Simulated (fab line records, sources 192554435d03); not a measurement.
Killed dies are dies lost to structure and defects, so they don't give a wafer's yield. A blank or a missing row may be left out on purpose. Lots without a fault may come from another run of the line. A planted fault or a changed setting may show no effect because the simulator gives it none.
Split-lot experiment | flow n5_finfet | 7 lots, 39 wafers read, on a route of 1938 steps

THE SPLIT
At N5_DUMMY_GATE_DESCUM_20 (chemistry O2, time 6.2 s), the setting time_s was moved away from the recipe's 6.2 s on 15 of the 39 wafers read, by -41.1% to +56.1%. The other wafers ran this setting at the recipe's value.

FROM THE SPLIT TO THE READING: what the file shows between them, 1 step
- N5_DUMMY_GATE_ETCH_29: etches underlayer in N2/H2, target depth 13 nm

THE READING
CAR-EUV_of_DUMMY_GATE_COAT_09.thk_nm (the simulator's own value, which no gauge read), in nm, at N5_DUMMY_GATE_ETCH_36 (etches SiARC in CF4, target depth 13 nm). The file gives no usual value for it. The 24 wafers here that ran the recipe average 11.4 nm, standard deviation 0.34 nm.

wafer  | tool, chamber at the split | time_s as run, s | against the recipe | CAR-EUV_of_DUMMY_GATE_COAT_09.thk_nm, nm | against lot-mates on the recipe
L074.1 | rie_diel-05, 0,2,1         | 6.2              | recipe             | 11                                       | -
L074.2 | rie_diel-05, 3,1,2         | 7.975            | +28.6%             | 10.8                                     | -0.6
L074.3 | rie_diel-05, 3,1,2         | 7.975            | +28.6%             | 10.8                                     | -0.6
L074.4 | rie_diel-05, 3,1,2         | 7.975            | +28.6%             | 10.6                                     | -0.8
L074.5 | rie_diel-05, 0,2,1         | 6.2              | recipe             | 11.6                                     | -
L074.6 | rie_diel-05, 0,2,1         | 6.2              | recipe             | 11.6                                     | -
L078.1 | rie_diel-05, 1,0,2         | 4.005            | -35.4%             | 12.6                                     | +0.9
L078.2 | rie_diel-05, 2             | 6.2              | recipe             | 11.6                                     | -
L078.4 | rie_diel-05, 3             | 6.2              | recipe             | 11.6                                     | -
L078.3 | rie_diel-05, 1,0,2         | 4.005            | -35.4%             | 12.2                                     | +0.5
L078.5 | rie_diel-05, 3             | 6.2              | recipe             | 11.8                                     | -
L078.6 | rie_diel-05, 1,0,2         | 4.005            | -35.4%             | 12.8                                     | +1.1
L081.1 | rie_diel-05, 2,3           | 9.68             | +56.1%             | 10                                       | -1.7
L081.2 | rie_diel-05, 2,3           | 9.68             | +56.1%             | 10                                       | -1.7
L081.3 | rie_diel-05, 0             | 9.68             | +56.1%             | 9.4                                      | -2.3
L081.4 | rie_diel-05, 1,2,3         | 6.2              | recipe             | 11.6                                     | -
L081.5 | rie_diel-05, 1,2,3         | 6.2              | recipe             | 11.6                                     | -
L081.6 | rie_diel-05, 1,2,3         | 6.2              | recipe             | 11.8                                     | -
L083.1 | rie_diel-01, 3,0,2,2       | 6.2              | recipe             | 11.2                                     | -
L083.2 | rie_diel-01, 3,0,2,2       | 6.2              | recipe             | 11.6                                     | -
L083.5 | rie_diel-01, 3,0,2,2       | 6.2              | recipe             | 11.6                                     | -
L083.3 | rie_diel-01, 3,0,2,2       | 6.2              | recipe             | 11.4                                     | -
L083.4 | rie_diel-01, 1,3           | 6.2              | recipe             | 10.8                                     | -
L083.6 | rie_diel-01, 1,3           | 6.2              | recipe             | 11                                       | -
L087.1 | rie_diel-05, 0,2,1         | 6.2              | recipe             | 11.2                                     | -
L087.2 | rie_diel-05, 0,2,1         | 6.2              | recipe             | 11.8                                     | -
L087.3 | rie_diel-05, 0,2,1         | 6.2              | recipe             | 11.6                                     | -
L087.4 | rie_diel-05, 3,1,0         | 4.526            | -27.0%             | 12.2                                     | +0.7
L087.5 | rie_diel-05, 3,1,0         | 4.526            | -27.0%             | 12.4                                     | +0.9
L087.6 | rie_diel-05, 3,1,0         | 4.526            | -27.0%             | 12                                       | +0.5
L088.1 | rie_diel-05, 2,1,2         | 6.2              | recipe             | 11.8                                     | -
L088.4 | rie_diel-05, 2,1,2         | 6.2              | recipe             | 11.8                                     | -
L088.5 | rie_diel-05, 2,1,2         | 6.2              | recipe             | 11.8                                     | -
L093.1 | rie_diel-06, 2,1,2         | 3.65             | -41.1%             | 12.4                                     | +1.5
L093.6 | rie_diel-06, 2,1,2         | 3.65             | -41.1%             | 12.4                                     | +1.5
L093.2 | rie_diel-06, 0             | 6.2              | recipe             | 11.2                                     | -
L093.3 | rie_diel-06, 2,1,2         | 3.65             | -41.1%             | 13.2                                     | +2.3
L093.4 | rie_diel-06, 3             | 6.2              | recipe             | 10.8                                     | -
L093.5 | rie_diel-06, 3             | 6.2              | recipe             | 10.8                                     | -
Where a row lists several chambers, the file gives one row for several wafers and doesn't say which wafer went through which chamber.

THE FIT
A straight line over all 39 wafers: CAR-EUV_of_DUMMY_GATE_COAT_09.thk_nm changes by -0.029 nm for each +1% of time_s; r = -0.91; the points scatter about the line by 0.32 nm.
The same after taking each lot's own level away (the mean of its wafers on the recipe; 39 wafers): -0.0319 nm for each +1%; r = -0.94; scatter 0.29 nm.
On that fit, the largest move of time_s shifts the reading by 1.8 nm.
The lots' own levels span 10.93 to 11.80 nm, that is 2.5 times the standard deviation above.
So the lot-to-lot level changes the slope little: the two slopes agree.
Check: with one of the wafers moved furthest among these (+56.1%) left out of the fit, the line predicts -1.8 nm for it against its lot-mates. It came out at -1.67 nm against them.

THE WHOLE CHAIN: every reading that the file lists as answering this split, in the file's order
step                    | what it does                                   | reading                                                                               | change (the file's fit)                | r (the file's)
N5_DUMMY_GATE_DESCUM_20 | chemistry O2, time 6.2 s                       | CAR-EUV_of_DUMMY_GATE_COAT_09.thk_nm (the simulator's own value, which no gauge read) | -0.0305 nm for each +1% of the setting | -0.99
N5_DUMMY_GATE_ETCH_29   | etches underlayer in N2/H2, target depth 13 nm | CAR-EUV_of_DUMMY_GATE_COAT_09.thk_nm (the simulator's own value, which no gauge read) | -0.0313 nm for each +1% of the setting | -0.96
N5_DUMMY_GATE_ETCH_36   | etches SiARC in CF4, target depth 13 nm        | CAR-EUV_of_DUMMY_GATE_COAT_09.thk_nm (the simulator's own value, which no gauge read) | -0.0319 nm for each +1% of the setting | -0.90

THE FILE'S OWN FIT
CAR-EUV_of_DUMMY_GATE_COAT_09.thk_nm changes by -0.0319 nm for each +1% of time_s, r = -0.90.
